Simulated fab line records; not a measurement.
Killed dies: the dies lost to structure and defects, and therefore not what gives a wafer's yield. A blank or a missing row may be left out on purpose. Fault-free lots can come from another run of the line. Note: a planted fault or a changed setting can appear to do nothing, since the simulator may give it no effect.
Matching of chambers + flow nandHarc + NHARC_A_DECK1_JOINT_DEP_16 on pecvd-04: 3 sister chambers
The step deposits SiO2, target thk 45 nm. 3 wafers are shown with their chamber, then 8 later ones without.

## WAFERS, EACH WITH ITS CHAMBER
| wafer  | chamber | throttleValvePct (%) |
|--------|---------|----------------------|
| L508.6 | 1       | 16.4                 |
| L515.5 | 2       | 15.1                 |
| L516.3 | 0       | 15.6                 |

## WAFERS WITH NO CHAMBER GIVEN
| wafer  | throttleValvePct (%) |
|--------|----------------------|
| L516.4 | 16.0                 |
| L516.6 | 15.2                 |
| L517.1 | 16.3                 |
| L517.3 | 15.3                 |
| L517.6 | 16.0                 |
| L518.1 | 16.0                 |
| L518.2 | 15.2                 |
| L518.6 | 14.9                 |

## WHICH CHAMBER EACH WENT THROUGH
| wafer  | from the rows above          | in truth |
|--------|------------------------------|----------|
| L516.4 | can't be placed: 1 or 0 or 2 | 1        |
| L516.6 | can't be placed: 2 or 0      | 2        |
| L517.1 | 1                            | 1        |
| L517.3 | can't be placed: 2 or 0      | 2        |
| L517.6 | can't be placed: 1 or 0 or 2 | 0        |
| L518.1 | can't be placed: 1 or 0 or 2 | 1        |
| L518.2 | can't be placed: 2 or 0      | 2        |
| L518.6 | can't be placed: 2 or 0      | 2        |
Correct placement for 1 of the 8. Cannot be placed on the basis of these rows: 7; the candidates contain the true chamber in 7. Placed wrongly: 0.
How it was worked out, from the rows above alone: a wafer's distance from a chamber is the root of the sum, over the readings, of the square of ((its reading less the chamber's mean) divided by the reading's scatter). If the next closest chamber is less than 2 further off than the closest, the wafer can't be placed; otherwise it belongs to the closest. A chamber's mean is the mean of its shown wafers. The scatter (one wafer shown for each chamber): square how far every hidden wafer sits from the nearest shown wafer, average those squares and take the square root.
